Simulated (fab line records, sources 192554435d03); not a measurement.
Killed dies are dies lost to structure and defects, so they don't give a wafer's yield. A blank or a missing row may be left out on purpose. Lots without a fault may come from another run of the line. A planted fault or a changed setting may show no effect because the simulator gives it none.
Chamber matching | flow n5_finfet | N5_HKMG_FIN_STRIP_57 on rie_diel-03: 4 sister chambers
The step strips in CF4. 8 wafers are shown with their chamber, then 12 later ones without.

WAFERS WITH THEIR CHAMBER
wafer  | chamber | drypump_motor_current_A (A) | showerhead_plenum_p_Torr (Torr)
L085.6 | 3       | 5.9                         | 1.73
L088.1 | 0       | 5.1                         | 1.77
L091.1 | 2       | 5.4                         | 1.86
L091.4 | 1       | 6.3                         | 1.77
L091.6 | 2       | 5.5                         | 1.86
L093.1 | 1       | 6.3                         | 1.76
L093.2 | 0       | 5.1                         | 1.77
L093.3 | 3       | 5.9                         | 1.73

WAFERS WITHOUT THEIR CHAMBER
wafer  | drypump_motor_current_A (A) | showerhead_plenum_p_Torr (Torr)
L093.4 | 5.4                         | 1.86
L093.5 | 5.9                         | 1.73
L093.6 | 5.4                         | 1.86
L095.2 | 5.9                         | 1.73
L095.3 | 6.3                         | 1.76
L095.6 | 5.1                         | 1.77
L097.1 | 6.3                         | 1.76
L097.2 | 5.5                         | 1.86
L097.3 | 5.9                         | 1.73
L097.4 | 5.1                         | 1.77
L097.5 | 5.1                         | 1.77
L097.6 | 6.3                         | 1.76

WHICH CHAMBER EACH WENT THROUGH
wafer  | from the rows above | in truth
L093.4 | 2                   | 2
L093.5 | 3                   | 3
L093.6 | 2                   | 2
L095.2 | 3                   | 3
L095.3 | 1                   | 1
L095.6 | 0                   | 0
L097.1 | 1                   | 1
L097.2 | 2                   | 2
L097.3 | 3                   | 3
L097.4 | 0                   | 0
L097.5 | 0                   | 0
L097.6 | 1                   | 1
Placed correctly: 12 of 12. Can't be placed from these rows: 0. Placed wrongly: 0.
How it was worked out, from the rows above alone: a wafer's distance from a chamber is the root of the sum, over the readings, of the square of ((its reading less the chamber's mean) divided by the reading's scatter). The wafer belongs to the nearest chamber; if the next one is less than 2 further off, it can't be placed. A chamber's mean is the mean of its shown wafers. The scatter: the root of (the sum of the squares of (reading less its chamber's mean) over the shown wafers, divided by (wafers less chambers)).
